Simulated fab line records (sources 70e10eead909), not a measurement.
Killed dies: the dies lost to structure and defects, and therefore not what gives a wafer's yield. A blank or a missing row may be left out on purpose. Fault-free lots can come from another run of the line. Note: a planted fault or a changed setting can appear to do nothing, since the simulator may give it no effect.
Which of the tools did it?	flow nandHarc	Sampling: 6 lots, 18 wafers, 5 of 1159 route steps

== WHAT THE GAUGES SHOWED, per wafer ==
NHARC_END_SORT_01.
lot	measured	on	killedAtArray
L469	day 23 17:24	prober-02	12 675 14

== WHICH TOOL RAN EACH LOT (tool, then ch and the chambers of the sampled wafers, then the start) ==
lot	NHARC_A_STAIRCASE_DESCUM_11	NHARC_A_STAIRCASE_TRIM_22	NHARC_A_STAIRCASE_ETCH_23	NHARC_A_STAIRCASE_TRIM_26
L464	rieDiel-01 ch 1,3, day 10 19:17	rieDiel-01 ch 1,2,3, day 10 20:49 or earlier	rieDiel-01 ch 0,1,3, day 10 20:49	rieDiel-01 ch 0,1,3, no start
L469	rieDiel-01 ch 0,2,3, day 12 09:12	rieDiel-01 ch 0,2,3, day 12 10:46 or earlier	rieDiel-01 ch 0,2,3, day 12 10:46	rieDiel-01 ch 1,2, day 23 17:24 or earlier
L476	rieDiel-06 ch 0,1, day 13 23:19	rieDiel-13 ch 1,3, day 14 01:53 or earlier	rieDiel-13 ch 2,3, day 14 01:53	rieDiel-13 ch 0,2,3, no start
L480	rieDiel-13 ch 0,1,2, day 14 23:01	rieDiel-13 ch 0,1,2, day 15 00:44 or earlier	rieDiel-13 ch 1,2,3, day 15 00:44	rieDiel-13 ch 1,2,3, no start
L483	rieDiel-06 ch 0,1, day 15 17:23	rieDiel-01 ch 2,3, day 15 19:01 or earlier	rieDiel-01 ch 1,3, day 15 19:01	rieDiel-01 ch 0,1,2, no start
L486	rieDiel-01 ch 0,1,2, day 16 19:07	rieDiel-01 ch 0,2, day 16 21:10 or earlier	rieDiel-01 ch 0,1,3, day 16 21:10	rieDiel-01 ch 1,2,3, no start
- NHARC_A_STAIRCASE_DESCUM_11: chemistry O2, time 3 s.
- NHARC_A_STAIRCASE_TRIM_22: chemistry O2, time 211.2 s.
- NHARC_A_STAIRCASE_ETCH_23: etches the open film in C4F8/O2, target depth 100 nm, time 40.5 s.
- NHARC_A_STAIRCASE_TRIM_26: chemistry O2, time 211.2 s.

== THE ANSWER, worked out from the rows above alone ==
Rule: what is usual is taken from the lots themselves. The widest of any qualifying gaps counts: lots, ordered by their means at a reading, are off when they make up no more than a third of the lots, leave a main group of 4 or more, and stand apart from it by 3 or more times the standard deviation of that group's means. A main group whose means are all the same, to the digits that the tables above print for the reading, isn't used. Also off: a lot with no number at a reading for which 4 or more lots have one. Any other lot the step has rows for is counted as sound.
No lot is off on any of the readings shown, so nothing can be concluded from this.

== WHAT THE SIMULATOR HAD INSERTED ==
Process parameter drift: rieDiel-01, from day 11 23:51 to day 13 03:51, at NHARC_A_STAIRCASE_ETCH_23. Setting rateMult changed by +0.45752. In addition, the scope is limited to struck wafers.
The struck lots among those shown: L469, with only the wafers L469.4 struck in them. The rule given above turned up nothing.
